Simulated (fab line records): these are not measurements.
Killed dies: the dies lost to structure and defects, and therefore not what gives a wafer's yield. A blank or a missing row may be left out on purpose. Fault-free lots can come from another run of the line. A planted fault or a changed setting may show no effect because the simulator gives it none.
Chamber matching | flow n5 finfet | uv cure-02 running N5_BEOL_M6_CURE_75: 3 sister chambers
The step cures SiCOH lowk, time 120 s. 45 wafers are shown with their chamber, then 12 later ones without.

## WAFERS PAIRED WITH THEIR CHAMBERS
wafer  | chamber | wafer_temp_C_max | lamp power pct (%)
L077.2 | 1       | 371.7            | 52.28
L077.5 | 1       | 371.8            | 52.43
L077.6 | 1       | 371.9            | 52.27
L078.1 | 1       | 372.7            | 52.31
L078.2 | 1       | 371.5            | 52.25
L078.5 | 1       | 372.0            | 52.33
L078.3 | 1       | 371.8            | 52.22
L078.4 | 1       | 371.8            | 52.33
L078.6 | 1       | 372.2            | 52.36
L080.2 | 1       | 371.1            | 52.23
L080.5 | 1       | 372.1            | 52.33
L080.6 | 1       | 372.0            | 52.24
L083.1 | 2       | 372.9            | 52.29
L083.2 | 2       | 371.2            | 52.37
L083.4 | 2       | 371.7            | 52.25
L083.3 | 2       | 372.3            | 52.35
L083.5 | 2       | 371.7            | 52.33
L083.6 | 2       | 371.8            | 52.25
L081.1 | 2       | 372.0            | 52.35
L081.4 | 2       | 372.2            | 52.37
L081.5 | 2       | 371.6            | 52.25
L081.2 | 2       | 371.7            | 52.31
L081.3 | 2       | 371.4            | 52.34
L081.6 | 2       | 372.3            | 52.26
L084.1 | 0       | 371.3            | 52.28
L084.4 | 0       | 371.5            | 52.28
L084.6 | 0       | 371.7            | 52.33
L084.2 | 0       | 371.5            | 52.29
L084.3 | 0       | 370.9            | 52.27
L084.5 | 0       | 371.3            | 52.25
L085.1 | 2       | 372.2            | 52.49
L085.5 | 2       | 372.2            | 52.28
L085.6 | 2       | 371.8            | 52.37
L085.2 | 2       | 372.4            | 52.38
L085.3 | 2       | 371.8            | 52.38
L085.4 | 2       | 372.2            | 52.30
L087.1 | 0       | 371.5            | 52.28
L087.3 | 0       | 371.8            | 52.39
L087.6 | 0       | 371.4            | 52.38
L092.1 | 2       | 372.3            | 52.37
L092.4 | 2       | 372.2            | 52.33
L092.6 | 2       | 372.2            | 52.32
L090.1 | 0       | 371.8            | 52.28
L090.3 | 0       | 371.4            | 52.45
L090.4 | 0       | 371.2            | 52.34

SIGNATURES (means of the wafers above)
reading          | chamber 0 | chamber 1 | chamber 2 | scatter within a chamber
wafer_temp_C_max | 371.442   | 371.883   | 372.005   | 0.359
lamp power pct   | 52.3183   | 52.2983   | 52.3305   | 0.0598
Rule: a wafer's distance from a chamber is the root of the sum, over the readings, of the square of ((its reading less the chamber's mean) divided by the reading's scatter). The wafer belongs to the nearest chamber; if the next one is less than 2 further off, it can't be placed. The scatter is the square root of a quotient: the sum, over the shown wafers, of each reading's squared deviation from its chamber's mean, divided by wafers minus chambers.

## WAFERS WITH NO CHAMBER GIVEN
wafer  | wafer_temp_C_max | lamp power pct (%)
L093.1 | 372.4            | 52.44
L093.2 | 371.9            | 52.31
L093.4 | 372.1            | 52.23
L095.1 | 371.1            | 52.37
L095.2 | 371.9            | 52.26
L095.4 | 372.2            | 52.28
L095.3 | 371.6            | 52.29
L095.5 | 372.3            | 52.23
L095.6 | 371.9            | 52.37
L097.2 | 371.8            | 52.31
L097.3 | 371.9            | 52.33
L097.5 | 372.0            | 52.25

## WHICH CHAMBER EACH WENT THROUGH
wafer  | from the rows above          | in truth
L093.1 | can't be placed: 2 or 1 or 0 | 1
L093.2 | can't be placed: 1 or 2 or 0 | 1
L093.4 | can't be placed: 1 or 2 or 0 | 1
L095.1 | can't be placed: 0 or 1 or 2 | 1
L095.2 | can't be placed: 1 or 2 or 0 | 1
L095.4 | can't be placed: 1 or 2 or 0 | 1
L095.3 | can't be placed: 0 or 1 or 2 | 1
L095.5 | can't be placed: 1 or 2 or 0 | 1
L095.6 | can't be placed: 2 or 1 or 0 | 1
L097.2 | can't be placed: 1 or 2 or 0 | 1
L097.3 | can't be placed: 2 or 1 or 0 | 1
L097.5 | can't be placed: 1 or 2 or 0 | 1
0 of 12 placed correctly. These rows do not allow placing 12 (true chamber among the candidates in 12). Wrongly placed: 0.
